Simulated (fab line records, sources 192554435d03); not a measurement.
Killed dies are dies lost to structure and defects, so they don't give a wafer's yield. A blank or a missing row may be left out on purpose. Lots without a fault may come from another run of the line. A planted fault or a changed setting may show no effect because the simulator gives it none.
fab line records | flow n5_finfet
record lots=7 wafers=21
route steps=1938 shown FIN_CUT@155 SPACER0@259 SD_EPI_P@295 HKMG_FIN@402 GATE_CUT@510 MOL_CONTACT_COAG@535 BEOL_M0_SAQP@635
start_h: hours from the record's first day to the start of the lot's first wafer shown | wait_h: hours since the lot's step before | " the same as in the row above | L1.1+2: a row that stands for several wafers | - no value, or no start given | * or withheld: withheld | < > ~ a bound
route shown NAME@n: a module of which the file shows steps, and the number in the route of the first | usual: mean/standard deviation of fault-free wafers | same: alike in all rows | chamber/n: place in a boat | sites: the reading at each site | _std_site: their standard deviation | _edge_site: outer sites' mean less inner sites' | radius_mm: how far each site lies from the wafer's centre | mask NAME#n: copy n | behind: the tool/chamber that last shaped the wafer | hold: why the lot was held/for how many hours/how that ended | device: the transistor (n, p or np) that didn't switch | end of line: the same wafers' tests at the end of the route | a step without rows: its recipe alone | killed: dies lost to structure and defects at the first sort, not the wafer's yield | map: a wafer's dies, x killed, . not, _ none there
set.NAME: the setting as run; set.NAME@STEP: as run at that earlier step | model.NAME: the simulator's own value behind a step, which no gauge read
lots whose settings were changed on purpose; a table a step, a row a wafer
## steps
# step N5_FIN_CUT_COAT_19
# recipe resist=SiARC temp_c=220 time_s=60 spin_rpm=1500 resist_thk_nm=20
# columns lot.wafer tool chamber start_h wait_h set.spin_rpm model.SiARC_of_FIN_CUT_COAT_19.thk_nm
L079.1+2+3 litho_track-03 0 - - 1500 20
L083.1+3 litho_track-03 0 - - 1378 20.8
L083.6 " 0 " " 1500 20
L085.1+5 litho_track-01 0 - - 1500 20
L085.6 " 0 " " 1615 19.4
L086.2+4+6 litho_track-01 0 - - 1500 20
L089.1+3+5 litho_track-01 0 - - 1500 20
L093.1+6 litho_track-01 0 - - 1500 20
L093.4 " 0 " " 1500 20.2
L096.1+5 litho_track-03 0 - - 1636 19.2
L096.3 " 0 " " 1500 20
# step N5_FIN_CUT_COAT_29
# recipe resist=underlayer temp_c=205 time_s=60 spin_rpm=1500 resist_thk_nm=10
# step N5_FIN_CUT_COAT_02
# recipe resist=CAR-EUV spin_rpm=1500 resist_thk_nm=30
# step N5_FIN_CUT_DESCUM_13
# recipe chemistry=O2 time_s=7 source_power_w=50 bias_power_w=20 pressure_mtorr=20 rf_frequency_hz=2.712e+07 temp_c=40 resist=CAR-EUV o2_flow_sccm=225
# step N5_FIN_CUT_ETCH_30
# recipe chemistry=N2/H2 target=underlayer target_depth_a=130 mask_material=CAR-EUV time_s=10.4 ion_energy_ev=200 pressure_mtorr=30 source_w=840 bias_w=150 n2_flow_sccm=200 h2_flow_sccm=200 ends=cleared
# step N5_FIN_CUT_ETCH_20
# recipe chemistry=CF4 target=SiARC target_depth_a=260 mask_material=CAR-EUV time_s=43.3 ion_energy_ev=80 pressure_mtorr=40 source_w=545 bias_w=36 Ar_flow_sccm=100 cf4_flow_sccm=100 ends=cleared
# columns lot.wafer tool chamber start_h wait_h set.spin_rpm@FIN_CUT_COAT_19 model.etch.depth_nm
L079.1 rie_diel-06 1 56.50 0.0 1500 20.04
L079.2 " 0 " " 1500 20.05
L079.3 " 2 " " 1500 20.1
L083.1 rie_diel-03 2 81.56 0.0 1378 20.89
L083.3 " 0 " " 1378 20.87
L083.6 " 2 " " 1500 19.98
L085.1 rie_diel-01 0 97.13 0.0 1500 20.08
L085.5 " 3 " " 1500 20.01
L085.6 " 0 " " 1615 19.33
L086.2+4 rie_diel-06 3,2 102.53 0.0 1500 19.99
L086.6 " 0 " " 1500 19.91
L089.1 rie_diel-06 2 117.07 0.0 1500 20.01
L089.3 " 0 " " 1500 20.08
L089.5 " 0 " " 1500 20.05
L093.1 rie_diel-03 1 154.81 0.0 1500 20.01
L093.4 " 1 " " 1500 20.12
L093.6 " 3 " " 1500 20.08
L096.1 rie_diel-03 3 164.59 0.0 1636 19.2
L096.3 " 0 " " 1500 20.01
L096.5 " 2 " " 1636 19.28
# step N5_FIN_CUT_ETCH_21
# recipe chemistry=N2/H2 target=SOC target_depth_a=2190 overetch_a=438 mask_material=SiARC temp_c=40 ion_energy_ev=100 bias_w=61 time_s=523.5 pressure_mtorr=30 source_w=850 n2_flow_sccm=200 h2_flow_sccm=200
# columns lot.wafer tool chamber start_h wait_h set.spin_rpm@FIN_CUT_COAT_19 model.SiARC_of_FIN_CUT_COAT_19.thk_nm
L079.1+3 rie_diel-06 1,2 56.54 0.0 1500 12
L079.2 " 0 " " 1500 11.8
L083.1+3 rie_diel-03 2,0 81.60 0.0 1378 12.8
L083.6 " 2 " " 1500 11.8
L085.1 rie_diel-01 0 97.17 0.0 1500 12
L085.5 " 3 " " 1500 11.8
L085.6 " 0 " " 1615 11.4
L086.2+4 rie_diel-06 3,2 102.56 0.0 1500 11.8
L086.6 " 0 " " 1500 11.6
L089.1+5 rie_diel-06 2,0 117.10 0.0 1500 11.8
L089.3 " 0 " " 1500 12
L093.1 rie_diel-03 1 154.85 0.0 1500 11.8
L093.4+6 " 1,3 " " 1500 12
L096.1 rie_diel-03 3 164.63 0.0 1636 11
L096.3 " 0 " " 1500 11.8
L096.5 " 2 " " 1636 11.2
# step N5_SPACER0_ALD_00
# recipe material=SiOCN target_thk_a=35 temp_c=400 ald_precursor_family=alkyl-aminosilane ald_co_reactant=O2/N2-plasma pulse_time_s=3 purge_time_s=2 co_reactant_purge_time_s=2 ald_cycles=58 pressure_torr=2
# columns lot.wafer tool chamber start_h wait_h set.ald_cycles model.SiOCN_of_SPACER0_ALD_00.thk_nm
L079.1 ald_sin-02 3 76.84 0.1 58 3.4
L079.2 " 0 " " 58 3.6
L079.3 " 1 " " 62 3.8
L083.1 ald_sin-04 1 101.11 0.1 58 3.4
L083.3+6 " 0,3 " " 58 3.6
L085.1+5 ald_sin-03 1,2 118.81 0.1 58 3.6
L085.6 " 3 " " 62 3.8
L086.2 ald_sin-02 0 125.14 0.1 54 3.2
L086.4+6 " 2,0 " " 58 3.4
L089.1+3+5 ald_sin-03 2,1,0 145.63 0.1 58 3.6
L093.1+6 ald_sin-03 2,3 176.58 0.1 58 3.6
L093.4 " 3 " " 51 3
L096.1 ald_sin-04 1 190.79 0.1 58 3.4
L096.3+5 " 0,3 " " 54 3.2
# step N5_SD_EPI_P_COAT_34
# recipe resist=SOC temp_c=250 time_s=60 spin_rpm=1500 resist_thk_nm=350
# columns lot.wafer tool chamber start_h wait_h set.spin_rpm model.SOC_of_SD_EPI_P_COAT_34.thk_nm
L079.1 litho_track-05 0 82.63 0.0 1500 349.4
L079.2 " 0 " " 1500 347.8
L079.3 " 0 " " 1500 348.6
L083.1 litho_track-03 0 107.20 0.0 1549 343.4
L083.3 " 0 " " 1500 349.2
L083.6 " 0 " " 1500 349.6
L085.1 litho_track-02 0 124.62 0.0 1594 338.6
L085.5 " 0 " " 1500 349.6
L085.6 " 0 " " 1594 340.4
L086.2 litho_track-03 0 130.82 0.0 1500 350.6
L086.4 " 0 " " 1500 351.8
L086.6 " 0 " " 1444 357.6
L089.1 litho_track-02 0 155.16 0.0 1500 348
L089.3 " 0 " " 1500 349
L089.5 " 0 " " 1500 350.2
L093.1 litho_track-02 0 182.43 0.0 1664 332.8
L093.4 " 0 " " 1500 349.6
L093.6 " 0 " " 1664 331.8
L096.1 litho_track-05 0 196.66 0.0 1620 336.4
L096.3 " 0 " " 1500 350.4
L096.5 " 0 " " 1620 338
# step N5_HKMG_FIN_ETCH_54
# recipe chemistry=CF4 target=SiARC target_depth_a=455 mask_material=CAR-ArF time_s=75.8 ion_energy_ev=80 pressure_mtorr=40 source_w=545 bias_w=36 Ar_flow_sccm=100 cf4_flow_sccm=100 ends=cleared
# usual etch_rf_on_time_s=75.6/0.77 rf_vpp_V=184.2/0.93
# columns lot.wafer tool chamber start_h wait_h set.source_w etch_rf_on_time_s rf_vpp_V
L079.1 rie_diel-04 2 102.04 0.0 545 75.0 183.5
L079.2 " 1 " " 545 76.5 184.7
L079.3 " 0 " " 545 75.4 184.2
L083.1 rie_diel-05 2 126.11 0.0 545 75.4 184.2
L083.3 " 1 " " 545 74.8 183.9
L083.6 " 1 " " 545 74.2 181.5
L085.1 rie_diel-05 0 153.87 0.0 635.4 65.5 174.8
L085.5 " 3 " " 635.4 66.3 176.8
L085.6 " 0 " " 545 75.6 183.1
L086.2 rie_diel-04 2 160.77 0.0 581.6 70.5 179.7
L086.4 " 0 " " 581.6 70.6 179.4
L086.6 " 2 " " 545 75.0 184.0
L089.1 rie_diel-04 0 173.46 0.0 545 76.3 183.8
L089.3 " 1 " " 545 76.8 185.6
L089.5 " 2 " " 545 75.7 184.2
L093.1 rie_diel-05 2 200.50 0.0 545 75.7 184.9
L093.4 " 1 " " 507.1 79.8 187.6
L093.6 " 1 " " 507.1 80.1 187.9
L096.1 rie_diel-02 0 215.49 0.0 545 76.1 183.5
L096.3 " 2 " " 545 76.6 185.3
L096.5 " 3 " " 545 76.4 186.2
# step N5_HKMG_FIN_ETCH_55
# recipe chemistry=N2/H2 target=SOC target_depth_a=2400 temp_c=40 time_s=300 ion_energy_ev=200 mask_material=SiARC pressure_mtorr=30 source_w=840 bias_w=150 n2_flow_sccm=200 h2_flow_sccm=200
# usual rf_vpp_V=524.4/1.7
# columns lot.wafer tool chamber start_h wait_h set.bias_w rf_vpp_V model.HKMG_FIN.feature_depth_nm model.etch.depth_nm model.SiARC_of_HKMG_FIN_COAT_42.thk_nm
L079.1 rie_diel-04 2 102.10 0.0 150 524.1 245.6 245.5 20.8
L079.2 " 1 " " 150 525.6 240 240 21
L079.3 " 0 " " 150 523.8 242.2 242.2 21
L083.1 rie_diel-05 2 126.16 0.0 138.4 497.5 231.4 231.4 22.6
L083.3 " 1 " " 150 523.4 241.6 241.6 21.2
L083.6 " 1 " " 138.4 496.0 232.4 232.4 22.4
L085.1 rie_diel-05 0 153.93 0.0 174.3 576.9 264 263.9 18.2
L085.5 " 3 " " 150 526.1 239.8 239.8 21.4
L085.6 " 0 " " 174.3 576.1 263.4 263.4 18.2
L086.2 rie_diel-04 2 160.82 0.0 150 523.2 243.2 243.2 21
L086.4 " 0 " " 150 523.0 238 238.1 21.2
L086.6 " 2 " " 150 523.2 242 242 21.2
L089.1 rie_diel-04 0 173.51 0.0 150 524.5 238.4 238.4 21.4
L089.3 " 1 " " 150 525.0 240 240 21.4
L089.5 " 2 " " 150 524.3 244 243.9 21
L093.1 rie_diel-05 2 200.56 0.0 131 479.8 224.8 224.7 23.4
L093.4 " 1 " " 150 521.2 244.4 244.4 21
L093.6 " 1 " " 150 522.7 243.6 243.7 21
L096.1 rie_diel-02 0 215.54 0.0 150 523.2 236.4 236.3 21.4
L096.3 " 2 " " 171.7 570.1 255 255 18.8
L096.5 " 3 " " 171.7 572.9 253.6 253.6 19
# step N5_GATE_CUT_ALD_22
# recipe material=SiNx target_thk_a=160 temp_c=400 ald_precursor_family=SiH2I2 ald_co_reactant=N2/H2-plasma pulse_time_s=1 ald_cycles=320 purge_time_s=2 co_reactant_purge_time_s=2 pressure_torr=2
# columns lot.wafer tool chamber start_h wait_h set.ald_cycles model.SiNx_of_GATE_CUT_ALD_22.thk_nm
L079.1 ald_sin-02 3 117.85 2.5 320 16
L079.2 " 2 " " 338 17
L079.3 " 1 " " 338 16.8
L083.1 ald_sin-04 1 145.17 0.0 346 17.4
L083.3 " 3 " " 320 16
L083.6 " 0 " " 346 17.2
L085.1 ald_sin-03 1 166.82 0.0 320 16
L085.5+6 " 2,1 " " 284 14.2
L086.2+6 ald_sin-03 2,3 174.00 0.0 320 16
L086.4 " 1 " " 286 14.2
L089.1 ald_sin-04 1 187.47 0.8 320 16.2
L089.3+5 " 0,2 " " 320 16
L093.1+4 ald_sin-03 1,3 213.14 0.0 320 16
L093.6 " 0 " " 337 16.8
L096.1 ald_sin-03 2 228.50 0.5 320 16.2
L096.3+5 " 3,1 " " 305 15.2
# step N5_MOL_CONTACT_COAG_CONTACT_ETCH_14
# recipe chemistry=C4F6/O2 target=SiO2 target_depth_a=275 overetch_a=85 mask_material=SOC pressure_mtorr=30 source_w=370 bias_w=185 Ar_flow_sccm=300 C4F6_flow_sccm=16 O2_flow_sccm=10 time_s=20 ion_energy_ev=259.6
# usual rf_vpp_V=693.4/1.9
# columns lot.wafer tool chamber start_h wait_h set.source_w rf_vpp_V
L079.1 rie_diel-05 3 121.02 0.0 370 696.3
L079.2 " 2 " " 404.3 672.8
L079.3 " 1 " " 404.3 673.2
L083.1 rie_diel-02 0 149.67 0.0 402.3 679.4
L083.3 " 2 " " 370 692.9
L083.6 " 2 " " 370 692.8
L085.1 rie_diel-04 3 169.95 0.0 351.3 703.6
L085.5 " 1 " " 370 695.1
L085.6 " 2 " " 370 692.0
L086.2 rie_diel-04 1 177.16 0.0 370 696.1
L086.4 " 0 " " 370 691.1
L086.6 " 0 " " 331.9 714.6
L089.1 rie_diel-04 2 191.26 0.0 370 691.7
L089.3 " 1 " " 370 695.4
L089.5 " 3 " " 370 695.2
L093.1 rie_diel-04 1 216.29 0.0 370 695.6
L093.4 " 0 " " 400.2 674.1
L093.6 " 1 " " 370 693.5
L096.1 rie_diel-05 3 231.96 0.0 411.2 674.9
L096.3 " 1 " " 370 690.4
L096.5 " 1 " " 411.2 670.1
# step N5_MOL_CONTACT_COAG_ETCH_15
# recipe chemistry=CH3F/O2 target=SiNx target_depth_a=70 mask_material=SOC stop_on=Si:P over_etch_frac=0.75 ion_energy_ev=120 pressure_mtorr=30 source_w=395 bias_w=73 Ar_flow_sccm=150 CH3F_flow_sccm=30 O2_flow_sccm=20
# usual rf_vpp_V=298.8/2.6
# columns lot.wafer tool chamber start_h wait_h set.source_w rf_vpp_V
L079.1 rie_diel-05 3 121.06 0.0 395 297.5
L079.2 " 2 " " 461.6 276.4
L079.3 " 1 " " 395 299.0
L083.1 rie_diel-02 0 149.71 0.0 395 301.0
L083.3 " 2 " " 434.3 287.3
L083.6 " 2 " " 434.3 287.5
L085.1 rie_diel-04 3 169.98 0.0 395 292.6
L085.5 " 1 " " 395 300.1
L085.6 " 2 " " 395 298.6
L086.2 rie_diel-04 1 177.20 0.0 441.3 287.0
L086.4 " 0 " " 395 297.9
L086.6 " 0 " " 395 296.3
L089.1 rie_diel-04 2 191.29 0.0 395 298.1
L089.3 " 1 " " 395 299.8
L089.5 " 3 " " 395 293.0
L093.1 rie_diel-04 1 216.33 0.0 395 302.3
L093.4 " 0 " " 434.6 283.5
L093.6 " 1 " " 395 300.5
L096.1 rie_diel-05 3 232.00 0.0 395 298.1
L096.3 " 1 " " 395 298.1
L096.5 " 1 " " 395 299.0
# step N5_MOL_CONTACT_COAG_COAT_63
# recipe resist=SiARC temp_c=220 time_s=60 spin_rpm=1500 resist_thk_nm=10
# columns lot.wafer tool chamber start_h wait_h set.spin_rpm model.SiARC_of_MOL_CONTACT_COAG_COAT_63.thk_nm
L079.1+2+3 litho_track-01 0 - - 1500 10
L083.1+3 litho_track-01 0 - - 1500 10
L083.6 " 0 " " 1431 10.2
L085.1+6 litho_track-01 0 - - 1374 10.4
L085.5 " 0 " " 1500 10
L086.2 litho_track-03 0 - - 1592 9.8
L086.4+6 " 0 " " 1500 10
L089.1+3+5 litho_track-04 0 - - 1500 10
L093.1 litho_track-01 0 - - 1436 10.2
L093.4+6 " 0 " " 1500 10
L096.1+3 litho_track-03 0 - - 1500 10
L096.5 " 0 " " 1402 10.4
# step N5_MOL_CONTACT_COAG_COAT_64
# recipe resist=underlayer temp_c=205 time_s=60 spin_rpm=1500 resist_thk_nm=10
# step N5_MOL_CONTACT_COAG_COAT_34
# recipe resist=CAR-EUV spin_rpm=1500 resist_thk_nm=40
# step N5_MOL_CONTACT_COAG_DESCUM_45
# recipe chemistry=O2 time_s=7 source_power_w=50 bias_power_w=20 pressure_mtorr=20 rf_frequency_hz=2.712e+07 temp_c=40 resist=CAR-EUV o2_flow_sccm=225
# step N5_MOL_CONTACT_COAG_ETCH_65
# recipe chemistry=N2/H2 target=underlayer target_depth_a=130 mask_material=CAR-EUV time_s=10.4 ion_energy_ev=200 pressure_mtorr=30 source_w=840 bias_w=150 n2_flow_sccm=200 h2_flow_sccm=200 ends=cleared
# step N5_MOL_CONTACT_COAG_ETCH_66
# recipe chemistry=CF4 target=SiARC target_depth_a=130 mask_material=CAR-EUV time_s=21.7 ion_energy_ev=80 pressure_mtorr=40 source_w=545 bias_w=36 Ar_flow_sccm=100 cf4_flow_sccm=100 ends=cleared
# usual etch_rf_on_time_s=21.70/0.24
# columns lot.wafer tool chamber start_h wait_h set.spin_rpm@MOL_CONTACT_COAG_COAT_63 etch_rf_on_time_s model.etch.depth_nm
L079.1 rie_diel-05 1 146.55 0.0 1500 21.61 9.998
L079.2 " 3 " " 1500 21.90 10.03
L079.3 " 0 " " 1500 21.49 10.01
L083.1 rie_diel-02 2 163.86 0.0 1500 21.60 10.02
L083.3 " 0 " " 1500 21.69 10.04
L083.6 " 1 " " 1431 22.15 10.25
L085.1 rie_diel-02 3 180.20 0.0 1374 22.57 10.45
L085.5 " 2 " " 1500 21.44 10.05
L085.6 " 1 " " 1374 22.30 10.44
L086.2 rie_diel-05 1 188.73 0.0 1592 20.87 9.739
L086.4 " 2 " " 1500 21.58 10.05
L086.6 " 3 " " 1500 21.69 10.03
L089.1 rie_diel-05 0 204.00 0.0 1500 21.52 10.01
L089.3 " 2 " " 1500 21.42 10.01
L089.5 " 3 " " 1500 21.68 10.03
L093.1 rie_diel-05 3 228.29 0.0 1436 22.58 10.17
L093.4 " 0 " " 1500 21.60 9.94
L093.6 " 0 " " 1500 21.64 9.943
L096.1 rie_diel-02 0 243.69 0.0 1500 21.92 10.04
L096.3 " 1 " " 1500 21.75 10.05
L096.5 " 2 " " 1402 22.69 10.4
# step N5_BEOL_M0_SAQP_PECVD_03
# recipe material=SiCN target_thk_a=120 temp_c=withheld precursor=3MS/NH3 pressure_torr=3 rf_w=202 time_s=21.1
# columns lot.wafer tool chamber start_h wait_h set.time_s model.SiCN_of_BEOL_M0_SAQP_PECVD_03.thk_nm
L079.1 pecvd-01 0 153.00 0.1 21.1 12
L079.2 " 1 " " 20.06 11.4
L079.3 " 2 " " 21.1 11.8
L083.1+3+6 pecvd-01 2,1,0 170.58 0.1 21.1 11.8
L085.1 pecvd-03 2 185.96 0.1 21.1 11.8
L085.5 " 2 " " 21.1 12
L085.6 " 1 " " 23.9 13.4
L086.2 pecvd-04 2 193.94 0.1 21.1 11.6
L086.4+6 " 2,1 " " 21.1 11.8
L089.1+5 pecvd-03 1,0 210.18 0.1 21.1 11.8
L089.3 " 0 " " 21.1 12.2
L093.1+4 pecvd-03 1,0 233.94 0.1 21.1 12
L093.6 " 2 " " 20.24 11.6
L096.1+3 pecvd-03 0,1 249.16 0.1 21.1 11.8
L096.5 " 2 " " 19.83 11.4
## key
split step=N5_FIN_CUT_COAT_19 setting=spin_rpm stated=1500 by=wafer
response step=N5_FIN_CUT_COAT_19 reading=model.SiARC_of_FIN_CUT_COAT_19.thk_nm change=-0.0886 per=1% r=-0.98
response step=N5_FIN_CUT_ETCH_20 reading=model.etch.depth_nm change=-0.0953 per=1% r=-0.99
response step=N5_FIN_CUT_ETCH_21 reading=model.SiARC_of_FIN_CUT_COAT_19.thk_nm change=-0.0884 per=1% r=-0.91
split step=N5_SPACER0_ALD_00 setting=ald_cycles stated=58 by=wafer
response step=N5_SPACER0_ALD_00 reading=model.SiOCN_of_SPACER0_ALD_00.thk_nm change=+0.04 per=1% r=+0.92
split step=N5_SD_EPI_P_COAT_34 setting=spin_rpm stated=1500 by=wafer
response step=N5_SD_EPI_P_COAT_34 reading=model.SOC_of_SD_EPI_P_COAT_34.thk_nm change=-1.62 per=1% r=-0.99
split step=N5_HKMG_FIN_ETCH_54 setting=source_w stated=545 by=wafer
response step=N5_HKMG_FIN_ETCH_54 reading=etch_rf_on_time_s change=* per=1% r=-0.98
response step=N5_HKMG_FIN_ETCH_54 reading=rf_vpp_V change=-0.463 per=1% r=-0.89
split step=N5_HKMG_FIN_ETCH_55 setting=bias_w stated=150 by=wafer
response step=N5_HKMG_FIN_ETCH_55 reading=rf_vpp_V change=+3.26 per=1% r=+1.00
response step=N5_HKMG_FIN_ETCH_55 reading=model.HKMG_FIN.feature_depth_nm change=+1.39 per=1% r=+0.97
response step=N5_HKMG_FIN_ETCH_55 reading=model.etch.depth_nm change=+1.4 per=1% r=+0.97
response step=N5_HKMG_FIN_ETCH_55 reading=model.SiARC_of_HKMG_FIN_COAT_42.thk_nm change=-0.186 per=1% r=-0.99
split step=N5_GATE_CUT_ALD_22 setting=ald_cycles stated=320 by=wafer
response step=N5_GATE_CUT_ALD_22 reading=model.SiNx_of_GATE_CUT_ALD_22.thk_nm change=+0.165 per=1% r=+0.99
split step=N5_MOL_CONTACT_COAG_CONTACT_ETCH_14 setting=source_w stated=370 by=wafer
response step=N5_MOL_CONTACT_COAG_CONTACT_ETCH_14 reading=rf_vpp_V change=-1.99 per=1% r=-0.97
split step=N5_MOL_CONTACT_COAG_ETCH_15 setting=source_w stated=395 by=wafer
response step=N5_MOL_CONTACT_COAG_ETCH_15 reading=rf_vpp_V change=-1.29 per=1% r=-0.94
split step=N5_MOL_CONTACT_COAG_COAT_63 setting=spin_rpm stated=1500 by=wafer
response step=N5_MOL_CONTACT_COAG_COAT_63 reading=model.SiARC_of_MOL_CONTACT_COAG_COAT_63.thk_nm change=-0.0472 per=1% r=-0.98
response step=N5_MOL_CONTACT_COAG_ETCH_66 reading=etch_rf_on_time_s change=* per=1% r=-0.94
response step=N5_MOL_CONTACT_COAG_ETCH_66 reading=model.etch.depth_nm change=-0.0501 per=1% r=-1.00
split step=N5_BEOL_M0_SAQP_PECVD_03 setting=time_s stated=21.1 by=wafer
response step=N5_BEOL_M0_SAQP_PECVD_03 reading=model.SiCN_of_BEOL_M0_SAQP_PECVD_03.thk_nm change=+0.104 per=1% r=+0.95
